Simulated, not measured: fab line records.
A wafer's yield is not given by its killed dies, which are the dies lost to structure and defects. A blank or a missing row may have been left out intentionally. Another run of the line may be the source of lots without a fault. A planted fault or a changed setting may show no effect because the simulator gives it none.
Which tool was responsible? / flow n5Finfet / 12 lots with 36 wafers sampled at 2 steps, on a route of 1938 steps

== WHAT EACH GAUGE READ, for each wafer ==
N5_BEOL_M4_OCD_MEAS_38.
lot=L075; measured=day 7 19:14; on=ocd-02; trenchDepthNm (nm)=56.3 56.5 54.0
lot=L077; measured=day 9 07:58; on=ocd-02; trenchDepthNm (nm)=54.8 55.0 55.3
lot=L079; measured=day 9 08:27; on=ocd-02; trenchDepthNm (nm)=56.0 56.4 55.7
lot=L082; measured=day 9 14:29; on=ocd-01; trenchDepthNm (nm)=55.3 54.9 57.1
lot=L081; measured=day 10 00:29; on=ocd-01; trenchDepthNm (nm)=55.7 55.6 56.5
lot=L085; measured=day 10 21:20; on=ocd-02; trenchDepthNm (nm)=56.2 56.0 57.6
lot=L087; measured=day 11 13:56; on=ocd-01; trenchDepthNm (nm)=55.1 57.7 57.4
lot=L089; measured=day 12 07:28; on=ocd-01; trenchDepthNm (nm)=56.1 55.6 54.9
lot=L090; measured=day 12 09:10; on=ocd-02; trenchDepthNm (nm)=55.8 55.6 57.1
lot=L093; measured=day 12 16:25; on=ocd-02; trenchDepthNm (nm)=56.2 56.8 56.9
lot=L095; measured=day 13 13:43; on=ocd-02; trenchDepthNm (nm)=56.7 55.9 55.9
lot=L097; measured=day 13 22:10; on=ocd-01; trenchDepthNm (nm)=55.9 56.0 55.0

== TOOL THAT RAN EACH LOT (tool first, then ch and the chambers of the sampled wafers, then the start) ==
lot=L075; N5_BEOL_M4_STRIP_36=rieDiel-04 ch 1,2,3, day 7 19:02
lot=L077; N5_BEOL_M4_STRIP_36=rieDiel-03 ch 0,1,3, day 9 07:46
lot=L079; N5_BEOL_M4_STRIP_36=rieDiel-04 ch 0,3, day 9 08:15
lot=L082; N5_BEOL_M4_STRIP_36=rieDiel-02 ch 0,2,3, day 9 14:18
lot=L081; N5_BEOL_M4_STRIP_36=rieDiel-02 ch 0,2,3, day 10 00:17
lot=L085; N5_BEOL_M4_STRIP_36=rieDiel-04 ch 0,1, day 10 21:08
lot=L087; N5_BEOL_M4_STRIP_36=rieDiel-04 ch 1,2, day 11 13:44
lot=L089; N5_BEOL_M4_STRIP_36=rieDiel-03 ch 0,3, day 12 07:16
lot=L090; N5_BEOL_M4_STRIP_36=rieDiel-04 ch 0,1,3, day 12 08:58
lot=L093; N5_BEOL_M4_STRIP_36=rieDiel-02 ch 2,3, day 12 16:13
lot=L095; N5_BEOL_M4_STRIP_36=rieDiel-02 ch 2,3, day 13 13:31
lot=L097; N5_BEOL_M4_STRIP_36=rieDiel-02 ch 2,3, day 13 21:59
- N5_BEOL_M4_STRIP_36: strips in N2/H2.

== THE ANSWER, worked out from the rows above alone ==
Rule: usual is defined by the lots themselves. The widest of any qualifying gaps counts: lots, ordered by their means at a reading, are off when they make up no more than a third of the lots, leave a main group of 4 or more, and stand apart from it by 3 or more times the standard deviation of that group's means. A main group is skipped when, at the precision printed for the reading in the tables above, its means are all equal. Also off: a lot with no number at a reading for which 4 or more lots have one. All remaining lots with rows at the step are treated as sound.
None of the lots is off at any reading shown; this tells nothing.

== WHAT WAS PUT IN BY THE SIMULATOR ==
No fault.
